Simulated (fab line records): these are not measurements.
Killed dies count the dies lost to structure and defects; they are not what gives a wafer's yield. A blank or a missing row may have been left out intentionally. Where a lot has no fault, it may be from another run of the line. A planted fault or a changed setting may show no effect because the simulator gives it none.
fab line records :: flow nand_harc
[record]
  lots = 7
  wafers = 21
  last_day = 33
route steps=1302 shown P_ZERO_WELL@21
lots untouched by any fault: they come from a run of this same line in which no faults occurred
start_h: hours from the record's opening day to when the first of the lot's shown wafers began :: wait_h: hours since the lot's step before :: " same as the row above :: L1.1+2: several wafers, shown together as one row :: - no value, or no start was given :: * or withheld: withheld :: < > ~ a bound
route shown NAME@n: names a module that has steps shown in the file, with the first one's number in the route :: usual: average and standard deviation across the fault-free wafers :: same: alike in all rows :: chamber/n: place in a boat :: sites: the reading at each site :: _std_site: their standard deviation :: _edge_site: the outer-site mean with the inner-site mean subtracted :: radius_mm: for every site, how far away it sits from the centre of the wafer :: mask NAME#n: copy n :: behind: tool/chamber where the wafer was last shaped :: hold: reason for holding the lot/hours on hold/outcome of the hold :: device: the transistor (n, p or np) that didn't switch :: end of line: at the end of the route, the tests of the same wafers :: where a step has no rows: the recipe by itself :: killed: dies that structure and defects cost at the first sort, which is not the same as the wafer's yield :: map: a wafer's dies, x killed, . not, _ none there
set.NAME: the run value of the setting; set.NAME@STEP: its run value at that earlier step :: model.NAME: the simulator's own value behind a step, which no gauge read
lots at selected steps of the route; one table per step, one row per wafer
services: the hour from which a tool's chamber was out of use, counted from the record's first day as start_h (under 0 if before that day), plus the number of hours and why
[[steps]]
[step NHARC_P_ZERO_WELL_DEHYDRATE_16]
[recipe]
  temp_c = 150
  time_s = 120
[step NHARC_P_ZERO_WELL_HMDS_17]
[recipe]
  time_s = 30
[step NHARC_P_ZERO_WELL_COAT_18]
[recipe]
  spin_rpm = withheld
[step NHARC_P_ZERO_WELL_SOFTBAKE_19]
[recipe]
  temp_c = 122
  time_s = 95
[step NHARC_P_ZERO_WELL_EBR_20]
[step NHARC_P_ZERO_WELL_EXPOSE_21]
[recipe]
  na = 0.6
  target_cd_nm = 720
  dose_mj = 22.31
  mask_id = P_NWELL
[step NHARC_P_ZERO_WELL_PEB_22]
[recipe]
  peb_temp_c = 118
  peb_time_s = 85
[step NHARC_P_ZERO_WELL_DEVELOP_23]
[recipe]
  time_s = 70
[step NHARC_P_ZERO_WELL_CD_MEAS_24]
[recipe]
  target_cd_nm = 720
  landing_energy_ev = 500
[usual]
  cd_nm = 719.7/1.8
lot.wafer: L939.1
tool: cd_sem-03
chamber: 0
start_h: 62.49
wait_h: -
cd_nm: 717.6

lot.wafer: L939.2
tool: cd_sem-03
chamber: 0
start_h: 62.49
wait_h: -
cd_nm: 718.2

lot.wafer: L939.5
tool: cd_sem-03
chamber: 0
start_h: 62.49
wait_h: -
cd_nm: 719.3

lot.wafer: L941.1
tool: cd_sem-03
chamber: 0
start_h: 82.68
wait_h: -
cd_nm: 721.2

lot.wafer: L941.2
tool: cd_sem-03
chamber: 0
start_h: 82.68
wait_h: -
cd_nm: 722.0

lot.wafer: L941.6
tool: cd_sem-03
chamber: 0
start_h: 82.68
wait_h: -
cd_nm: 719.3

lot.wafer: L943.1
tool: cd_sem-03
chamber: 0
start_h: 102.59
wait_h: -
cd_nm: 718.5

lot.wafer: L943.3
tool: cd_sem-03
chamber: 0
start_h: 102.59
wait_h: -
cd_nm: 719.1

lot.wafer: L943.6
tool: cd_sem-03
chamber: 0
start_h: 102.59
wait_h: -
cd_nm: 719.8

lot.wafer: L953.3
tool: cd_sem-01
chamber: 0
start_h: 202.62
wait_h: -
cd_nm: 719.6

lot.wafer: L953.5
tool: cd_sem-01
chamber: 0
start_h: 202.62
wait_h: -
cd_nm: 717.9

lot.wafer: L953.6
tool: cd_sem-01
chamber: 0
start_h: 202.62
wait_h: -
cd_nm: 718.7

lot.wafer: L954.2
tool: cd_sem-02
chamber: 0
start_h: 212.58
wait_h: -
cd_nm: 720.3

lot.wafer: L954.4
tool: cd_sem-02
chamber: 0
start_h: 212.58
wait_h: -
cd_nm: 719.3

lot.wafer: L954.6
tool: cd_sem-02
chamber: 0
start_h: 212.58
wait_h: -
cd_nm: 719.8

lot.wafer: L955.1
tool: cd_sem-03
chamber: 0
start_h: 222.47
wait_h: -
cd_nm: 718.3

lot.wafer: L955.3
tool: cd_sem-03
chamber: 0
start_h: 222.47
wait_h: -
cd_nm: 719.1

lot.wafer: L955.5
tool: cd_sem-03
chamber: 0
start_h: 222.47
wait_h: -
cd_nm: 719.8

lot.wafer: L958.1
tool: cd_sem-03
chamber: 0
start_h: 252.46
wait_h: -
cd_nm: 718.0

lot.wafer: L958.5
tool: cd_sem-03
chamber: 0
start_h: 252.46
wait_h: -
cd_nm: 717.3

lot.wafer: L958.6
tool: cd_sem-03
chamber: 0
start_h: 252.46
wait_h: -
cd_nm: 717.6
[step NHARC_P_ZERO_WELL_HARDBAKE_25]
[recipe]
  temp_c = 125
  time_s = 80
[step NHARC_P_ZERO_WELL_DESCUM_26]
[recipe]
  time_s = 3
  o2_flow_sccm = 200
  ar_flow_sccm = 0
  bias_power_w = 0
  chemistry = O2
[usual]
  drypump_motor_current_A = 5.5/0.56
  oes_product_au = 1.000/0.012
  rf_vpp_V = 57.9/0.88
  showerhead_plenum_p_Torr = 1.92/0.085
  throttle_valve_pct = 11.312/0.0097
lot.wafer: L939.1
tool: rie_diel-08
chamber: 2
start_h: 62.67
wait_h: -
drypump_motor_current_A: 5.6
oes_product_au: 1.005
rf_hours_counter_h: 15
rf_vpp_V: 58.5
showerhead_plenum_p_Torr: 1.93
throttle_valve_pct: 11.319

lot.wafer: L939.2
tool: rie_diel-08
chamber: 3
start_h: 62.67
wait_h: -
drypump_motor_current_A: 4.8
oes_product_au: 1.017
rf_hours_counter_h: 13
rf_vpp_V: 57.8
showerhead_plenum_p_Torr: 1.93
throttle_valve_pct: 11.315

lot.wafer: L939.5
tool: rie_diel-08
chamber: 1
start_h: 62.67
wait_h: -
drypump_motor_current_A: 5.6
oes_product_au: 1.012
rf_hours_counter_h: -
rf_vpp_V: 56.8
showerhead_plenum_p_Torr: 1.79
throttle_valve_pct: 11.308

lot.wafer: L941.1
tool: rie_diel-02
chamber: 2
start_h: 82.84
wait_h: -
drypump_motor_current_A: 5.7
oes_product_au: 1.004
rf_hours_counter_h: 13
rf_vpp_V: 59.9
showerhead_plenum_p_Torr: 1.98
throttle_valve_pct: 11.290

lot.wafer: L941.2
tool: rie_diel-02
chamber: 0
start_h: 82.84
wait_h: -
drypump_motor_current_A: 6.7
oes_product_au: 1.010
rf_hours_counter_h: 0
rf_vpp_V: 58.2
showerhead_plenum_p_Torr: 2.08
throttle_valve_pct: 11.324

lot.wafer: L941.6
tool: rie_diel-02
chamber: 1
start_h: 82.84
wait_h: -
drypump_motor_current_A: 6.3
oes_product_au: 0.994
rf_hours_counter_h: -
rf_vpp_V: 55.9
showerhead_plenum_p_Torr: 1.98
throttle_valve_pct: 11.324

lot.wafer: L943.3
tool: rie_diel-08
chamber: 2
start_h: 102.79
wait_h: -
drypump_motor_current_A: 5.5
oes_product_au: 0.992
rf_hours_counter_h: 25
rf_vpp_V: 58.9
showerhead_plenum_p_Torr: 1.93
throttle_valve_pct: 11.310

lot.wafer: L943.1
tool: rie_diel-08
chamber: 1
start_h: 102.79
wait_h: -
drypump_motor_current_A: 5.6
oes_product_au: 0.995
rf_hours_counter_h: 36
rf_vpp_V: 57.8
showerhead_plenum_p_Torr: 1.78
throttle_valve_pct: 11.310

lot.wafer: L943.6
tool: rie_diel-08
chamber: 3
start_h: 102.79
wait_h: -
drypump_motor_current_A: 4.8
oes_product_au: 1.009
rf_hours_counter_h: -
rf_vpp_V: 58.1
showerhead_plenum_p_Torr: 1.93
throttle_valve_pct: 11.300

lot.wafer: L953.3
tool: rie_diel-02
chamber: 0
start_h: 202.82
wait_h: -
drypump_motor_current_A: 6.7
oes_product_au: 1.021
rf_hours_counter_h: 36
rf_vpp_V: 57.9
showerhead_plenum_p_Torr: 2.06
throttle_valve_pct: 11.320

lot.wafer: L953.5
tool: rie_diel-02
chamber: 1
start_h: 202.82
wait_h: -
drypump_motor_current_A: 6.3
oes_product_au: 1.000
rf_hours_counter_h: -
rf_vpp_V: 56.9
showerhead_plenum_p_Torr: 1.97
throttle_valve_pct: 11.341

lot.wafer: L953.6
tool: rie_diel-02
chamber: 2
start_h: 202.82
wait_h: -
drypump_motor_current_A: 5.7
oes_product_au: 1.000
rf_hours_counter_h: -
rf_vpp_V: 59.0
showerhead_plenum_p_Torr: 1.97
throttle_valve_pct: 11.330

lot.wafer: L954.4
tool: rie_diel-08
chamber: 0
start_h: 212.74
wait_h: -
drypump_motor_current_A: 5.6
oes_product_au: 1.003
rf_hours_counter_h: 6
rf_vpp_V: 57.6
showerhead_plenum_p_Torr: 1.86
throttle_valve_pct: 11.303

lot.wafer: L954.2
tool: rie_diel-08
chamber: 1
start_h: 212.74
wait_h: -
drypump_motor_current_A: 5.6
oes_product_au: 0.997
rf_hours_counter_h: 5
rf_vpp_V: 57.5
showerhead_plenum_p_Torr: 2.07
throttle_valve_pct: 11.320

lot.wafer: L954.6
tool: rie_diel-08
chamber: 0
start_h: 212.74
wait_h: -
drypump_motor_current_A: 5.6
oes_product_au: 1.002
rf_hours_counter_h: -
rf_vpp_V: 57.2
showerhead_plenum_p_Torr: 1.86
throttle_valve_pct: 11.317

lot.wafer: L955.1
tool: rie_diel-09
chamber: 1
start_h: 222.69
wait_h: -
drypump_motor_current_A: 6.2
oes_product_au: 0.979
rf_hours_counter_h: 27
rf_vpp_V: 57.4
showerhead_plenum_p_Torr: 1.91
throttle_valve_pct: 11.312

lot.wafer: L955.3
tool: rie_diel-09
chamber: 0
start_h: 222.69
wait_h: -
drypump_motor_current_A: 6.1
oes_product_au: 0.983
rf_hours_counter_h: 21
rf_vpp_V: 58.1
showerhead_plenum_p_Torr: 2.05
throttle_valve_pct: 11.331

lot.wafer: L955.5
tool: rie_diel-09
chamber: 2
start_h: 222.69
wait_h: -
drypump_motor_current_A: 5.0
oes_product_au: 0.969
rf_hours_counter_h: -
rf_vpp_V: 57.4
showerhead_plenum_p_Torr: 1.79
throttle_valve_pct: 11.324

lot.wafer: L958.1
tool: rie_diel-08
chamber: 2
start_h: 252.64
wait_h: -
drypump_motor_current_A: 5.6
oes_product_au: 1.002
rf_hours_counter_h: 17
rf_vpp_V: 57.7
showerhead_plenum_p_Torr: 1.91
throttle_valve_pct: 11.316

lot.wafer: L958.5
tool: rie_diel-08
chamber: 1
start_h: 252.64
wait_h: -
drypump_motor_current_A: 5.6
oes_product_au: 0.992
rf_hours_counter_h: -
rf_vpp_V: 57.8
showerhead_plenum_p_Torr: 2.07
throttle_valve_pct: 11.310

lot.wafer: L958.6
tool: rie_diel-08
chamber: 2
start_h: 252.64
wait_h: -
drypump_motor_current_A: 5.6
oes_product_au: 1.001
rf_hours_counter_h: -
rf_vpp_V: 58.7
showerhead_plenum_p_Torr: 1.91
throttle_valve_pct: 11.308
[step NHARC_P_ZERO_WELL_IMPLANT_27]
[recipe]
  energy_kev = 600
  dose_cm2 = 1e+13
  tilt_deg = 7
[step NHARC_P_ZERO_WELL_IMPLANT_57]
[recipe]
  energy_kev = 250
  dose_cm2 = 4e+12
  tilt_deg = 7
[usual]
  beam_energy_keV = 250.02/0.083
  beam_on_s = 10.03/0.2
lot.wafer: L939.1
tool: implanter-01
chamber: 0
start_h: 62.99
wait_h: 0.2
beam_energy_keV: 250.15
beam_on_s: 9.71

lot.wafer: L939.2
tool: implanter-01
chamber: 0
start_h: 62.99
wait_h: 0.2
beam_energy_keV: 249.99
beam_on_s: 10.14

lot.wafer: L939.5
tool: implanter-01
chamber: 0
start_h: 62.99
wait_h: 0.2
beam_energy_keV: 250.04
beam_on_s: 9.71

lot.wafer: L941.1
tool: implanter-01
chamber: 0
start_h: 83.19
wait_h: 0.1
beam_energy_keV: 250.04
beam_on_s: 10.13

lot.wafer: L941.2
tool: implanter-01
chamber: 0
start_h: 83.19
wait_h: 0.1
beam_energy_keV: 250.16
beam_on_s: 10.14

lot.wafer: L941.6
tool: implanter-01
chamber: 0
start_h: 83.19
wait_h: 0.1
beam_energy_keV: 250.04
beam_on_s: 10.27

lot.wafer: L943.1
tool: implanter-01
chamber: 0
start_h: 103.11
wait_h: 0.1
beam_energy_keV: 249.95
beam_on_s: 9.53

lot.wafer: L943.3
tool: implanter-01
chamber: 0
start_h: 103.11
wait_h: 0.1
beam_energy_keV: 250.01
beam_on_s: 9.94

lot.wafer: L943.6
tool: implanter-01
chamber: 0
start_h: 103.11
wait_h: 0.1
beam_energy_keV: 250.02
beam_on_s: 9.94

lot.wafer: L953.3
tool: implanter-01
chamber: -
start_h: 203.16
wait_h: 0.1
beam_energy_keV: -
beam_on_s: -

lot.wafer: L953.5
tool: implanter-01
chamber: -
start_h: 203.16
wait_h: 0.1
beam_energy_keV: -
beam_on_s: -

lot.wafer: L953.6
tool: implanter-01
chamber: -
start_h: 203.16
wait_h: 0.1
beam_energy_keV: -
beam_on_s: -

lot.wafer: L954.2
tool: implanter-02
chamber: -
start_h: 213.09
wait_h: 0.2
beam_energy_keV: -
beam_on_s: -

lot.wafer: L954.4
tool: implanter-02
chamber: -
start_h: 213.09
wait_h: 0.2
beam_energy_keV: -
beam_on_s: -

lot.wafer: L954.6
tool: implanter-02
chamber: -
start_h: 213.09
wait_h: 0.2
beam_energy_keV: -
beam_on_s: -

lot.wafer: L955.1
tool: implanter-01
chamber: -
start_h: 223.01
wait_h: 0.1
beam_energy_keV: -
beam_on_s: -

lot.wafer: L955.3
tool: implanter-01
chamber: -
start_h: 223.01
wait_h: 0.1
beam_energy_keV: -
beam_on_s: -

lot.wafer: L955.5
tool: implanter-01
chamber: -
start_h: 223.01
wait_h: 0.1
beam_energy_keV: -
beam_on_s: -

lot.wafer: L958.1
tool: implanter-02
chamber: 0
start_h: 252.95
wait_h: 0.1
beam_energy_keV: 250.11
beam_on_s: 9.70

lot.wafer: L958.5
tool: implanter-02
chamber: 0
start_h: 252.95
wait_h: 0.1
beam_energy_keV: 249.98
beam_on_s: 10.02

lot.wafer: L958.6
tool: implanter-02
chamber: 0
start_h: 252.95
wait_h: 0.1
beam_energy_keV: 250.04
beam_on_s: 9.78
[step NHARC_P_ZERO_WELL_IMPLANT_58]
[recipe]
  energy_kev = 100
  dose_cm2 = 2e+12
  tilt_deg = 7
[[services]]
tool: rie_diel-02
chamber: -
start_h: 39.77
hours: 9.0
kind: pm

tool: rie_diel-08
chamber: 0
start_h: 47.34
hours: -
kind: clean

tool: rie_diel-08
chamber: 1
start_h: 47.34
hours: -
kind: clean

tool: rie_diel-08
chamber: 2
start_h: 47.34
hours: -
kind: clean

tool: rie_diel-08
chamber: 3
start_h: 47.34
hours: -
kind: clean

tool: rie_diel-08
chamber: 0
start_h: 71.84
hours: -
kind: clean

tool: rie_diel-08
chamber: 2
start_h: 72.77
hours: 6.3
kind: repair

tool: rie_diel-08
chamber: 0
start_h: 77.69
hours: 3.1
kind: repair

tool: rie_diel-02
chamber: 3
start_h: 79.83
hours: 4.8
kind: repair

tool: implanter-01
chamber: -
start_h: 92.72
hours: 2.3
kind: repair

tool: rie_diel-02
chamber: -
start_h: 102.83
hours: 0.5
kind: repair

tool: implanter-02
chamber: -
start_h: 108.43
hours: 2.8
kind: repair

tool: rie_diel-02
chamber: -
start_h: 139.34
hours: 0.2
kind: repair

tool: rie_diel-08
chamber: 1
start_h: 139.93
hours: 4.3
kind: repair

tool: rie_diel-09
chamber: -
start_h: 143.17
hours: 9.0
kind: pm

tool: implanter-02
chamber: -
start_h: 146.00
hours: 13.0
kind: pm

tool: rie_diel-09
chamber: 2
start_h: 184.02
hours: 4.3
kind: repair

tool: rie_diel-09
chamber: 0
start_h: 185.73
hours: 11.3
kind: repair

tool: rie_diel-08
chamber: 1
start_h: 189.45
hours: 2.6
kind: repair

tool: rie_diel-08
chamber: -
start_h: 190.84
hours: 9.0
kind: pm

tool: rie_diel-09
chamber: 3
start_h: 197.26
hours: 6.5
kind: repair

tool: implanter-02
chamber: -
start_h: 202.75
hours: 3.1
kind: repair

tool: rie_diel-02
chamber: -
start_h: 216.77
hours: 9.0
kind: pm

tool: rie_diel-02
chamber: 0
start_h: 238.23
hours: 3.5
kind: repair
[[key]]
[first_sign]
  step = NHARC_P_ZERO_WELL_IMPLANT_57
  reading = tool_record
  direction = missing
effect none on later readings
met_at NHARC_P_ZERO_WELL_IMPLANT_57
struck_wafers L953.3,L953.5,L953.6,L954.2,L954.4,L954.6,L955.1,L955.3,L955.5
later_rows_left_out L953.3,L953.5,L953.6,L954.2,L954.4,L954.6,L955.1,L955.3,L955.5
sort_left_out L953.3,L953.5,L953.6,L954.2,L954.4,L954.6,L955.1,L955.3,L955.5
tester_left_out L953,L954,L955
onset_between 103.11 203.16
[fault]
  kind = skipped_step_whole
  tool = implanter-01,implanter-02
  chamber = -
  onset_h = 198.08
  steps = NHARC_P_ZERO_WELL_IMPLANT_57
  scope = struck_lots_only
// tester_left_out: of these lots the tester's yield and bins aren't shown, on N5 and GAA mostly nor the transistor test; their killed dies are dies lost to structure and defects alone, not to doping, threshold or leakage, so they don't give the yield
// sort_left_out: the simulated sort isn't trusted on such a fault, so these wafers' sort isn't shown, and their yield isn't known
// later_rows_left_out: the simulator's readings of these wafers behind a module that went badly wrong aren't trusted and aren't shown, but for the sort
